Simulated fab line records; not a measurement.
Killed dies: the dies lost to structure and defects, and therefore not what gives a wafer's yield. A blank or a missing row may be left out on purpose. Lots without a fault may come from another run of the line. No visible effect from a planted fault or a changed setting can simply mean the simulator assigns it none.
One fault through the eyes of 2 desks    flow n5-finfet    every desk sees just its own numbers, and what lay behind them comes last

FROM THE METROLOGY DESK
What the gauges read, lot by lot, whatever tool the lot ran on: means of the sampled wafers that have a number. Any lot whose mean is over 4 standard deviations away from the usual mean is out of limits and marked OUT; that distance is given in the brackets. Of its 11 readings 7 are shown: those that lie furthest out on some lot.
Columns: A = NWFM_OVL at N5_HKMG_FIN_OVL_MEAS_13, usual 0.5 nm; B = DIBL_N at N5_BEOL_M4_RC_MEAS_101, usual 36.3 mV/V; C = DIBL_P at N5_BEOL_M4_RC_MEAS_101, usual 36.0 mV/V; D = ION_N at N5_BEOL_M4_RC_MEAS_101, usual 675 uA/um; E = SS_N at N5_BEOL_M4_RC_MEAS_101, usual 71.6 mV/dec; F = SS_P at N5_BEOL_M4_RC_MEAS_101, usual 73.2 mV/dec; G = VT_P at N5_BEOL_M4_RC_MEAS_101, usual -251 mV
lot   first seen here  A     B     C     D    E     F     G
L693  day 4 13:58      1.0   37.1  36.6  678  71.4  73.6  -253
L694  day 4 15:05      0.1   35.8  36.5  682  72.3  73.0  -250
L695  day 5 04:43      -0.4  36.4  35.7  683  71.2  73.3  -254
L696  day 5 07:13      -0.4  37.5  36.2  678  71.8  73.2  -246
L697  day 5 14:54      1.2   35.3  34.4  667  71.4  72.6  -250
L698  day 5 23:32      0.9   36.9  37.5  693  72.2  73.7  -250
L699  day 6 00:52      0.0   37.1  37.0  676  71.8  73.7  -251
L706  day 7 16:49      0.4   37.4  38.8  676  72.2  73.0  -251
L708  day 8 01:42      0.3   38.5  39.2  686  71.4  73.8  -252
L711  day 8 21:49      -0.2  36.0  35.3  666  71.1  73.2  -252
L713  day 9 10:22      2.0   35.8  34.4  677  71.2  72.9  -249
This desk found nothing out of limits on any of the 11 lots.

FOR THE TOOL OWNER'S DESK: ald-metal-02
The tool's own readings at N5_HKMG_FIN_PWFM_ALD_03 (deposits TiN, target thk 2 nm, pulse time 1 s, purge time 3 s): means of the sampled wafers that have a number, for each lot that ran on this tool. Any lot whose mean is over 4 standard deviations away from the usual mean is out of limits and marked OUT; that distance is given in the brackets.
Columns: A = heater-power-w at N5_HKMG_FIN_PWFM_ALD_03, usual 835 W; B = precursor-pulse-height-rel at N5_HKMG_FIN_PWFM_ALD_03, usual 1.001
lot   first seen here  A    B
L697  day 5 14:01      825  0.987
L698  day 5 22:40      806  1.003
L699  day 5 23:59      820  1.016
L706  day 7 15:56      832  0.990
This desk found nothing out of limits on any of the 4 lots.

PUT TOGETHER
At the metrology desk, nothing out of limits was observed.
The tool owner's desk saw nothing out of limits.

WHAT WAS PUT IN BY THE SIMULATOR
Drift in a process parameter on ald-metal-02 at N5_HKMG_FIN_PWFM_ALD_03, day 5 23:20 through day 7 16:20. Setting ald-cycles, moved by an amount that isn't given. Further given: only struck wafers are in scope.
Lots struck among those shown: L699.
